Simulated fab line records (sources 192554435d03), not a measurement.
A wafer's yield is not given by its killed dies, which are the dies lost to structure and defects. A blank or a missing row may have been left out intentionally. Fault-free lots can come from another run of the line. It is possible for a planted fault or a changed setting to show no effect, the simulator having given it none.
Which tool was responsible?	flow n5Finfet	12 lots with 36 wafers sampled at 4 steps, on a route of 1938 steps

== WHAT THE GAUGES READ, wafer by wafer ==
N5_BEOL_M14_RS_MEAS_54: uses a four-point probe to measure. Usual: M14_RS typically reads 0.0333 ohm/sq, with standard deviation 0.00037.
lot	measured	on	M14_RS (ohm/sq)	flag
L423	day 11 23:26	filmMetro-02	0.0336 0.0335 0.0336	
L425	day 11 23:42	filmMetro-02	0.0326 0.0329 0.0335	
L427	day 12 02:14	filmMetro-01	0.0330 0.0340 0.0330	
L424	day 12 04:29	filmMetro-01	0.0325 0.0328 0.0336	
L428	day 12 21:34	filmMetro-01	0.0336 0.0333 0.0332	
L429	day 13 06:39	filmMetro-01	0.0334 0.0332 0.0331	
L431	day 13 14:16	filmMetro-01	0.0329 0.0336 0.0328	
L434	day 14 07:08	filmMetro-02	0.0336 0.0332 0.0332	
L437	day 15 08:02	filmMetro-02	0.0334 0.0335 0.0333	
L438	day 15 15:37	filmMetro-02	0.0340 0.0336 0.0331	
L440	day 16 05:23	filmMetro-02	0.0328 0.0328 0.0334	
L442	day 16 17:24	filmMetro-02	0.0336 0.0332 0.0329	

N5_BEOL_M15_CD_MEAS_10 targets a cd of 360 nm. Usual: 360.8 nm for cdNm, sd 1.3.
lot	measured	on	cdNm (nm)	flag
L423	day 12 00:11	cdSem-02	362.7 361.6 362.3	
L425	day 12 00:26	cdSem-02	360.0 362.0 360.9	
L427	day 12 02:52	cdSem-02	359.1 358.2 360.9	
L424	day 12 05:14	cdSem-03	359.5 358.9 360.3	
L428	day 12 22:19	cdSem-03	361.5 360.8 361.0	
L429	day 13 07:16	cdSem-02	363.3 364.2 363.6	
L431	day 13 15:07	cdSem-03	360.6 360.5 359.5	
L434	day 14 07:52	cdSem-03	360.3 360.2 362.1	
L437	day 15 08:46	cdSem-02	360.2 362.2 361.5	
L438	day 15 16:13	cdSem-02	359.2 359.5 358.7	
L440	day 16 06:01	cdSem-03	361.5 362.3 361.4	
L442	day 16 18:08	cdSem-03	361.1 361.3 360.9	

== TOOL THAT RAN EACH LOT (tool first, then ch and the chambers of the sampled wafers, then the start) ==
lot	N5_BEOL_M14_DEGAS_41	N5_BEOL_M15_COAT_58
L423	pvdSputter-02, day 11 22:10	lithoTrack-05 ch 0, day 11 23:47
L425	pvdSputter-01, day 11 22:13	lithoTrack-04 ch 0, day 12 00:02
L427	pvdSputter-02, day 12 00:53	lithoTrack-04 ch 0, day 12 02:35
L424	pvdSputter-01, day 12 02:45	lithoTrack-04 ch 0, day 12 04:50
L428	pvdSputter-01, day 12 20:18	lithoTrack-04 ch 0, day 12 21:55
L429	pvdSputter-03, day 13 05:16	lithoTrack-05 ch 0, day 13 07:00
L431	pvdSputter-03, day 13 12:58	lithoTrack-04 ch 0, day 13 14:44
L434	pvdSputter-02, day 14 05:50	lithoTrack-03 ch 0, day 14 07:28
L437	pvdSputter-03, day 15 06:46	lithoTrack-03 ch 0, day 15 08:22
L438	pvdSputter-01, day 15 13:31	lithoTrack-03 ch 0, day 15 15:57
L440	pvdSputter-02, day 16 03:40	lithoTrack-04 ch 0, day 16 05:44
L442	pvdSputter-03, day 16 15:47	lithoTrack-04 ch 0, day 16 17:44
- N5_BEOL_M14_DEGAS_41: time 60 s.
- N5_BEOL_M15_COAT_58: time 60 s, resist thk 89 nm.

== WHAT THE TOOLS THEMSELVES READ (means of the sampled wafers that have a number; where no wafer has one, the mark that the record gives instead) ==
N5_BEOL_M14_DEGAS_41. Usual: 475 W for heaterPowerW, sd 50.
lot	tool	heaterPowerW (W)	flag
L423	pvdSputter-02	410	
L425	pvdSputter-01	500	
L427	pvdSputter-02	416	
L424	pvdSputter-01	522	
L428	pvdSputter-01	445	
L429	pvdSputter-03	514	
L431	pvdSputter-03	498	
L434	pvdSputter-02	425	
L437	pvdSputter-03	493	
L438	pvdSputter-01	508	
L440	pvdSputter-02	453	
L442	pvdSputter-03	489	

N5_BEOL_M15_COAT_58. Usual: heaterPowerTotalW 391.8 W, standard deviation 1.4; spinSpeedRpm 1500.1 rpm, standard deviation 1.1.
lot	tool	heaterPowerTotalW (W)	spinSpeedRpm (rpm)	flag
L423	lithoTrack-05	389.8	1500.9	
L425	lithoTrack-04	391.8	1499.8	
L427	lithoTrack-04	391.3	1499.8	
L424	lithoTrack-04	391.1	1498.7	
L428	lithoTrack-04	392.5	1362.0	OFF
L429	lithoTrack-05	390.9	1500.0	
L431	lithoTrack-04	391.3	1360.3	OFF
L434	lithoTrack-03	393.6	1499.0	
L437	lithoTrack-03	392.4	1498.9	
L438	lithoTrack-03	392.8	1500.7	
L440	lithoTrack-04	391.0	1500.2	
L442	lithoTrack-04	392.3	1500.0	

== THE ANSWER, worked out from the rows above alone ==
Rule: take the mean of a lot's wafers that have a number; if it is more than 3 standard deviations from the usual mean, the lot is off. Also off: a lot with no number at a reading for which 4 or more lots have one. The other lots that the step has rows for count as sound. After the gauges, taken in route order, come the tools' own readings; for these a lot's mean is taken, as printed above. The first step at which some lot is off is used, and at that step the reading that is off furthest; a lot without a number counts as furthest.
Off at N5_BEOL_M15_COAT_58 (spinSpeedRpm): L428, L431.
A tool fits if, at that step or a process step before it, it ran every lot that is off, and no sound lot after the first of them. None of those tried fits.

== WHAT THE SIMULATOR HAD INSERTED ==
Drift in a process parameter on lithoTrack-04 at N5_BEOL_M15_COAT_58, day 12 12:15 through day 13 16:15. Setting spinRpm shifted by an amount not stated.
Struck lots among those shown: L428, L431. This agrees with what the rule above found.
